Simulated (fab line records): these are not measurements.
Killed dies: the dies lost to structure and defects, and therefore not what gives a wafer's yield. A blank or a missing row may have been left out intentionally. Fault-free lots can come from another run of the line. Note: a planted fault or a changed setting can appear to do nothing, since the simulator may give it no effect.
A single fault, viewed from 2 desks / flow n5-finfet / only its own numbers are on each desk; what lay behind them is given at the end

== THE TOOL OWNER'S DESK: rie-diel-02 ==
The tool's own readings at N5_BEOL_M1_ETCH_70 (etches SOC in N2/H2, target depth 80 nm, overetch 16 nm, time 120 s): means of the sampled wafers that have a number, for each lot that ran on this tool. The brackets show how far a lot's mean lies from the usual mean; more than 4 standard deviations puts the lot out of limits, marked OUT.
Columns: A = drypump-motor-current-A at N5_BEOL_M1_ETCH_70, usual 6.0 A; B = n2-flow-sccm at N5_BEOL_M1_ETCH_70, usual 200.0 sccm; C = oes-product-au at N5_BEOL_M1_ETCH_70, usual 0.58 a.u.; D = rf-vpp-V at N5_BEOL_M1_ETCH_70, usual 522.9 V; E = run-length-s at N5_BEOL_M1_ETCH_70, usual 143.3 s; F = showerhead-plenum-p-Torr at N5_BEOL_M1_ETCH_70, usual 2.51 Torr; G = throttle-valve-pct at N5_BEOL_M1_ETCH_70, usual 17.96 %
lot=L132; first seen here=day 6 22:52; A=6.3; B=200.0; C=0.60; D=521.3; E=143.1; F=2.46; G=17.81
lot=L140; first seen here=day 8 05:59; A=6.1; B=199.8; C=0.54; D=522.6; E=173.5 (+54) OUT; F=2.50; G=17.80
lot=L141; first seen here=day 8 20:44; A=6.5; B=199.4; C=0.57; D=524.8; E=173.1 (+53) OUT; F=2.56; G=17.79
lot=L144; first seen here=day 9 09:04; A=5.8; B=199.7; C=0.54; D=525.2; E=157.8 (+26) OUT; F=2.54; G=18.04
lot=L155; first seen here=day 12 05:14; A=6.5; B=200.2; C=0.57; D=519.7; E=143.1; F=2.37; G=18.07
This desk's verdict: out of limits on L140, L141, L144, starting with L140 at day 8 05:59 (run-length-s at N5_BEOL_M1_ETCH_70). Within limits: L132, L155.

== AT THE METROLOGY DESK ==
Lot by lot, what the gauges showed, no matter which tool ran the lot: averages of those sampled wafers that carry a number. The brackets show how far a lot's mean lies from the usual mean; more than 4 standard deviations puts the lot out of limits, marked OUT. Shown here are 7 of its 11 readings, the ones lying furthest out on some lot.
Columns: A = cd-nm at N5_BEOL_M1_CD_MEAS_28, usual 24.00 nm; B = DIBL_N at N5_BEOL_M4_RC_MEAS_101, usual 36.4 mV/V; C = DIBL_P at N5_BEOL_M4_RC_MEAS_101, usual 35.8 mV/V; D = IOFF_N at N5_BEOL_M4_RC_MEAS_101, usual 0.158 nA/um; E = IOFF_P at N5_BEOL_M4_RC_MEAS_101, usual 0.21 nA/um; F = ION_P at N5_BEOL_M4_RC_MEAS_101, usual 465 uA/um; G = VT_N at N5_BEOL_M4_RC_MEAS_101, usual 249.8 mV
lot=L134; first seen here=day 6 19:08; A=24.12; B=37.0; C=35.8; D=0.171; E=0.24; F=483; G=246.5
lot=L132; first seen here=day 6 20:17; A=23.59; B=38.1; C=38.0; D=0.202; E=0.23; F=457; G=247.5
lot=L140; first seen here=day 8 03:24; A=23.73; B=37.2; C=36.5; D=0.164; E=0.23; F=464; G=251.7
lot=L141; first seen here=day 8 13:04; A=23.95; B=36.2; C=37.0; D=0.169; E=0.27; F=477; G=248.3
lot=L144; first seen here=day 9 05:52; A=23.95; B=36.0; C=35.8; D=0.150; E=0.18; F=460; G=250.8
lot=L151; first seen here=day 10 23:19; A=23.93; B=36.7; C=36.2; D=0.156; E=0.19; F=461; G=250.5
lot=L152; first seen here=day 11 08:31; A=23.92; B=37.7; C=36.1; D=0.179; E=0.21; F=457; G=248.4
lot=L153; first seen here=day 11 11:52; A=24.03; B=36.5; C=36.5; D=0.155; E=0.22; F=470; G=250.5
lot=L155; first seen here=day 11 21:30; A=23.75; B=31.8; C=31.8; D=0.109; E=0.16; F=460; G=254.5
This desk found nothing out of limits on any of the 9 lots.

== BROUGHT TOGETHER ==
The tool owner's desk could have raised an alarm at day 8 05:59, on L140, L141, L144.
From the metrology desk's view, nothing was out of limits.
The metrology desk has L140, L141, L144 on record, within its limits.
On rie-diel-02, each named lot ran N5_BEOL_M1_ETCH_70.

== WHAT THE SIMULATOR HAD INSERTED ==
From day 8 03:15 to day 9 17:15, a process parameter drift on rie-diel-02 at N5_BEOL_M1_ETCH_70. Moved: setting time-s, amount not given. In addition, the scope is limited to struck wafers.
Shown lots that were struck: L140, L141, L144.
Time in hours from fault onset to the first out-of-limits reading at each desk: the tool owner's desk, 3.
